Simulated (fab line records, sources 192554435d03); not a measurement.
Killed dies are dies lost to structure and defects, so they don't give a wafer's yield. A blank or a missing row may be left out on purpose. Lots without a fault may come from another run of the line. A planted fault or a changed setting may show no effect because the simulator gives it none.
Chamber matching | flow n5_finfet | N5_BEOL_M5_STRIP_36 on rie_diel-05: 4 sister chambers
The step strips in N2/H2. 18 wafers are shown with their chamber, then 9 later ones without.

WAFERS WITH THEIR CHAMBER
wafer  | chamber | drypump_motor_current_A (A) | showerhead_plenum_p_Torr (Torr) | throttle_valve_pct (%)
L074.1 | 2       | 6.4                         | 2.41                            | 23.95
L074.2 | 1       | 5.0                         | 2.62                            | 23.58
L074.3 | 3       | 5.5                         | 2.43                            | 23.74
L075.1 | 2       | 6.4                         | 2.41                            | 23.96
L075.2 | 3       | 5.5                         | 2.43                            | 23.74
L075.4 | 1       | 5.0                         | 2.62                            | 23.57
L078.1 | 0       | 6.5                         | 2.50                            | 23.94
L078.2 | 3       | 5.5                         | 2.43                            | 23.74
L078.3 | 2       | 6.4                         | 2.41                            | 24.03
L080.2 | 1       | 5.1                         | 2.62                            | 23.56
L080.5 | 0       | 6.4                         | 2.50                            | 23.93
L080.6 | 1       | 5.0                         | 2.62                            | 23.55
L088.1 | 2       | 6.4                         | 2.40                            | 23.98
L088.3 | 1       | 5.0                         | 2.61                            | 23.59
L088.4 | 3       | 5.5                         | 2.42                            | 23.75
L087.3 | 2       | 6.4                         | 2.40                            | 23.99
L087.5 | 2       | 6.4                         | 2.40                            | 23.98
L087.6 | 3       | 5.5                         | 2.42                            | 23.77

SIGNATURES (means of the wafers above)
reading                  | chamber 0 | chamber 1 | chamber 2 | chamber 3 | scatter within a chamber
drypump_motor_current_A  | 6.450     | 5.020     | 6.400     | 5.500     | 0.0305
showerhead_plenum_p_Torr | 2.5000    | 2.6180    | 2.4050    | 2.4260    | 0.005
throttle_valve_pct       | 23.9350   | 23.5700   | 23.9817   | 23.7480   | 0.02
Rule: a wafer's distance from a chamber is the root of the sum, over the readings, of the square of ((its reading less the chamber's mean) divided by the reading's scatter). The wafer belongs to the nearest chamber; if the next one is less than 2 further off, it can't be placed. The scatter: the root of (the sum of the squares of (reading less its chamber's mean) over the shown wafers, divided by (wafers less chambers)).

WAFERS WITHOUT THEIR CHAMBER
wafer  | drypump_motor_current_A (A) | showerhead_plenum_p_Torr (Torr) | throttle_valve_pct (%)
L089.1 | 5.5                         | 2.42                            | 23.80
L089.3 | 6.4                         | 2.49                            | 23.63
L089.6 | 5.5                         | 2.42                            | 23.78
L090.1 | 6.4                         | 2.49                            | 23.63
L090.3 | 5.5                         | 2.42                            | 23.81
L090.5 | 5.5                         | 2.42                            | 23.81
L094.2 | 5.1                         | 2.60                            | 23.62
L094.4 | 5.5                         | 2.42                            | 23.82
L094.6 | 5.0                         | 2.60                            | 23.67

WHICH CHAMBER EACH WENT THROUGH
wafer  | from the rows above | in truth
L089.1 | 3                   | 3
L089.3 | 0                   | 0
L089.6 | 3                   | 3
L090.1 | 0                   | 0
L090.3 | 3                   | 3
L090.5 | 3                   | 3
L094.2 | 1                   | 1
L094.4 | 3                   | 3
L094.6 | 1                   | 1
Placed correctly: 9 of 9. Can't be placed from these rows: 0. Placed wrongly: 0.
